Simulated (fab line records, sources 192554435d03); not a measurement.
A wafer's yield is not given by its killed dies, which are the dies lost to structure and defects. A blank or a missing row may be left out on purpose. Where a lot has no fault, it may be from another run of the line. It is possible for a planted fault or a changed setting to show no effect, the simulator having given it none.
A lot that was struck, set against a sound lot / flow n5_finfet / 16 out of 1938 route steps
Sound: the wafers L108.3, L108.4, L108.5. Wafers struck: L996.1, L996.2, L996.4. Last of all comes the cause.
At each step with rows: each side's tool, then ch and its chambers, then its first start. Under that, the readings that differ: sound wafers / struck wafers / difference of the means / sigmas: that difference in standard deviations of wafers without a fault.
alike: readings whose means differ by less than 2 such deviations, and words and numbers that are the same on both sides. not compared: withheld readings, readings that some wafer has no value for, bounds like >300 that may hide the same value, and numbers for which the record gives no deviation and whose values overlap.
Wherever a step has rows on one side only, a row that says differs or no value, or a row with sigmas, the two part there. Numbers that don't overlap but have no deviation are shown without sigmas and don't part them. Lack of a reading on every wafer of one side parts them only where that side has two or more wafers.

first, 3 steps without rows for these wafers: N5_BEOL_M1_SRD_40 (time 30 s); N5_BEOL_M1_PRECLEAN_42 (cleans in residue remover, time 60 s); N5_BEOL_M1_SRD_43 (time 30 s).
N5_BEOL_M1_CD_MEAS_35: target cd 18 nm, target cd y 21 nm.
  sound: cd_sem-03 at day 11 16:35; struck: cd_sem-02 at day 8 01:15
  alike: cd_nm
then, 1 step without rows for these wafers: N5_BEOL_M1_DEGAS_44 (time 60 s).
N5_BEOL_M1_PRE_CLEAN_45: time 30 s.
  sound: pvd_sputter-01 at day 11 16:48; struck: pvd_sputter-02 at day 8 01:44
  alike: heater_power_w
N5_BEOL_M1_ALD_84: deposits TaN, pulse time 2 s, purge time 3 s, co reactant purge time 2 s.
  sound on ald_metal-04 ch 0,1,2, day 11 16:55; struck on ald_metal-03 ch 0,2,3, day 8 01:49
  alike: heater_power_w
N5_BEOL_M1_SURFACE_TREAT_85:
  sound: pvd_sputter-01 at day 11 17:22; struck: pvd_sputter-01 at day 8 02:08
  not compared: throttle_valve_pct
then, 1 step without rows for these wafers: N5_BEOL_M1_CVD_47 (deposits Co from CCTBA/H2, target thk 3 nm, time 223.8 s).
N5_BEOL_M1_SPUTTER_48: material Cu, target thk 4.5 nm, time 8.29 s.
  sound: pvd_sputter-01 at day 11 17:57; struck: pvd_sputter-03 at day 8 02:22
  alike: throttle_valve_pct
N5_BEOL_M1_ANNEAL_49: time 240 s.
  sound: pvd_sputter-01 at day 11 18:02; struck: pvd_sputter-03 at day 8 02:26
  alike: heater_power_w, susceptor_temp_C
then, 1 step without rows for these wafers: N5_BEOL_M1_SPUTTER_79 (material Cu, target thk 4.5 nm, time 8.29 s).
N5_BEOL_M1_ANNEAL_80: time 240 s.
  sound: pvd_sputter-01 at day 11 18:15; struck: pvd_sputter-03 at day 8 02:40
  no value came back on the struck wafers for heater_power_w (W), susceptor_temp_C (C); on the sound wafers heater_power_w (W) reads 872 947 889
then, 1 step without rows for these wafers: N5_BEOL_M1_SPUTTER_81 (material Cu, target thk 4.5 nm, time 8.29 s).
-- the record jumps here: 3 days lie between the struck wafers' starts before and after (it left off in module BEOL_M1 and takes up again in module BEOL_M4, whose first step shown is number 1111 of the route) --
N5_BEOL_M4_RC_MEAS_101:
  sound on prober-02 ch 0, day 14 12:54; struck on prober-01 ch 0, day 10 17:25
reading=VT_P (mV); sound=-255 -259 -251; struck=-249 -247 -244; difference=+8; sigmas=+3
  alike: DIBL_N, DIBL_P, IOFF_N, IOFF_P, ION_N, ION_P, SS_N, SS_P, VT_N
-- a jump in the record: the struck wafers' starts before and after are 4 days apart (it breaks off in module BEOL_M4 and resumes in module PASSIVATION, where the first step shown is number 1936 of the route) --
N5_PASSIVATION_PROBE_49:
  rows exist in the record for the struck wafers here (prober-01, day 14 22:03), but not for the sound ones

== WHERE THEY PART ==
Earliest at N5_BEOL_M1_ANNEAL_80; latest, in this record, at N5_PASSIVATION_PROBE_49.

WHY: what the simulator had put in
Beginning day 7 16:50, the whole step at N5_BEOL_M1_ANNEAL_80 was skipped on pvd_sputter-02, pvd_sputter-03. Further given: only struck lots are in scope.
